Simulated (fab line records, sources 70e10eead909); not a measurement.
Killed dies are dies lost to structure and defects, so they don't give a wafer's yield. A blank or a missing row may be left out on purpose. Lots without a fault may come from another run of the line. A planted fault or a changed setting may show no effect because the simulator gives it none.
Tool commonality check | flow nand_harc | 12 lots, 39 wafers sampled

WHY IT WAS OPENED
At NHARC_P_ZERO_WELL_CD_MEAS_24 the reading cd_nm is flagged on 1 of 12 lots. Wafers without a fault read 720.5 nm, standard deviation 2.
Rule: a lot is flagged when every wafer of it that has a number lies more than 4 standard deviations from that mean, or none has a number. The other lots count as sound.

lot  | measured    | on        | cd_nm (nm), wafer by wafer          | flag
L844 | day 1 15:02 | cd_sem-03 | 720.1 721.0 720.7                   |
L845 | day 1 20:35 | cd_sem-03 | 723.0 725.6 724.8                   |
L846 | day 2 02:54 | cd_sem-02 | 722.2 723.7 722.3                   |
L847 | day 2 08:35 | cd_sem-03 | 720.3 717.6 718.5                   |
L848 | day 2 14:35 | cd_sem-01 | 718.5 717.4 719.6                   |
L849 | day 2 20:37 | cd_sem-02 | 716.2 720.4 720.2                   |
L851 | day 3 08:28 | cd_sem-01 | 721.4 720.3 718.7                   |
L852 | day 3 14:35 | cd_sem-03 | 719.3 721.8 720.0                   |
L855 | day 4 08:43 | cd_sem-03 | 706.5 704.9 706.0 706.8 704.8 706.0 | FLAGGED
L865 | day 6 20:37 | cd_sem-03 | 718.3 723.8 722.0                   |
L866 | day 7 02:30 | cd_sem-03 | 719.9 720.0 718.9                   |
L867 | day 7 08:35 | cd_sem-01 | 720.5 720.7 723.1                   |
The numbers of the flagged lots are 705.8 nm on average: -14.7 nm against the usual, or -7 standard deviations.

WHICH TOOL RAN EACH LOT
The record holds 2 process steps before the reading, out of a route of 1159 steps. In each cell: the tool, then ch and the chambers that the sampled wafers went through, then the start.
lot  | flag    | NHARC_P_ZERO_WELL_ETCH_65         | NHARC_P_ZERO_WELL_EXPOSE_21
L844 |         | rie_diel-04 ch 0,1,3, day 1 13:58 | krf_scanner-02 ch 0, day 1 14:53
L845 |         | rie_diel-04 ch 0,1,2, day 1 19:29 | krf_scanner-01 ch 0, day 1 20:26
L846 |         | rie_diel-07 ch 1,2, day 2 01:47   | krf_scanner-02 ch 0, day 2 02:45
L847 |         | rie_diel-04 ch 0,3, day 2 07:29   | krf_scanner-03 ch 0, day 2 08:26
L848 |         | rie_diel-07 ch 1,2,3, day 2 13:30 | krf_scanner-01 ch 0, day 2 14:26
L849 |         | rie_diel-07 ch 0,2,3, day 2 19:30 | krf_scanner-02 ch 0, day 2 20:28
L851 |         | rie_diel-11 ch 0,1,3, day 3 07:29 | krf_scanner-02 ch 0, day 3 08:18
L852 |         | rie_diel-07 ch 0,1,2, day 3 13:30 | krf_scanner-03 ch 0, day 3 14:26
L855 | FLAGGED | rie_diel-04 ch 0,1,2, day 4 07:36 | krf_scanner-03 ch 0, day 4 08:33
L865 |         | rie_diel-04 ch 0,3, day 6 19:29   | krf_scanner-03 ch 0, day 6 20:27
L866 |         | rie_diel-07 ch 1,2,3, day 7 01:31 | krf_scanner-03 ch 0, day 7 02:20
L867 |         | rie_diel-11 ch 0,2, day 7 07:29   | krf_scanner-02 ch 0, day 7 08:25
What these steps do:
- NHARC_P_ZERO_WELL_ETCH_65: etches the open film in N2/H2, target depth 80 nm, overetch 24 nm, time 87.88 s.
- NHARC_P_ZERO_WELL_EXPOSE_21: exposes mask P NWELL, target cd 720 nm.
- NHARC_P_ZERO_WELL_CD_MEAS_24: target cd 720 nm.

FLAGGED OVER TOTAL, TOOL BY TOOL (the gauges that took the reading come last)
step                         | tool           | lots run | flagged | share of the flagged lots | sound lots run after its first flagged lot
NHARC_P_ZERO_WELL_ETCH_65    | rie_diel-04    | 5        | 1       | all                       | 1 (L865)
NHARC_P_ZERO_WELL_ETCH_65    | rie_diel-07    | 5        | 0       | none                      | -
NHARC_P_ZERO_WELL_ETCH_65    | rie_diel-11    | 2        | 0       | none                      | -
NHARC_P_ZERO_WELL_EXPOSE_21  | krf_scanner-01 | 2        | 0       | none                      | -
NHARC_P_ZERO_WELL_EXPOSE_21  | krf_scanner-02 | 5        | 0       | none                      | -
NHARC_P_ZERO_WELL_EXPOSE_21  | krf_scanner-03 | 5        | 1       | all                       | 2 (L865,L866)
NHARC_P_ZERO_WELL_CD_MEAS_24 | cd_sem-01      | 3        | 0       | none                      | -
NHARC_P_ZERO_WELL_CD_MEAS_24 | cd_sem-02      | 2        | 0       | none                      | -
NHARC_P_ZERO_WELL_CD_MEAS_24 | cd_sem-03      | 7        | 1       | all                       | 2 (L865,L866)

WHAT THE TABLE ALLOWS
3 rows of the table ran every flagged lot: rie_diel-04 at NHARC_P_ZERO_WELL_ETCH_65, krf_scanner-03 at NHARC_P_ZERO_WELL_EXPOSE_21, cd_sem-03 at NHARC_P_ZERO_WELL_CD_MEAS_24.
- rie_diel-04 at NHARC_P_ZERO_WELL_ETCH_65: 1 of its 5 lots flagged. Sound lots ran on it after the first flagged one (L865), which a lasting fault on the whole tool wouldn't allow.
- krf_scanner-03 at NHARC_P_ZERO_WELL_EXPOSE_21: 1 of its 5 lots flagged. Sound lots ran on it after the first flagged one (L865, L866), which a lasting fault on the whole tool wouldn't allow.
- cd_sem-03 at NHARC_P_ZERO_WELL_CD_MEAS_24: 1 of its 7 lots flagged. Sound lots ran on it after the first flagged one (L865, L866), which a lasting fault on the whole tool wouldn't allow.
No row of the table ran every flagged lot and no sound lot after the first.

WHAT THE SIMULATOR HAD PUT IN
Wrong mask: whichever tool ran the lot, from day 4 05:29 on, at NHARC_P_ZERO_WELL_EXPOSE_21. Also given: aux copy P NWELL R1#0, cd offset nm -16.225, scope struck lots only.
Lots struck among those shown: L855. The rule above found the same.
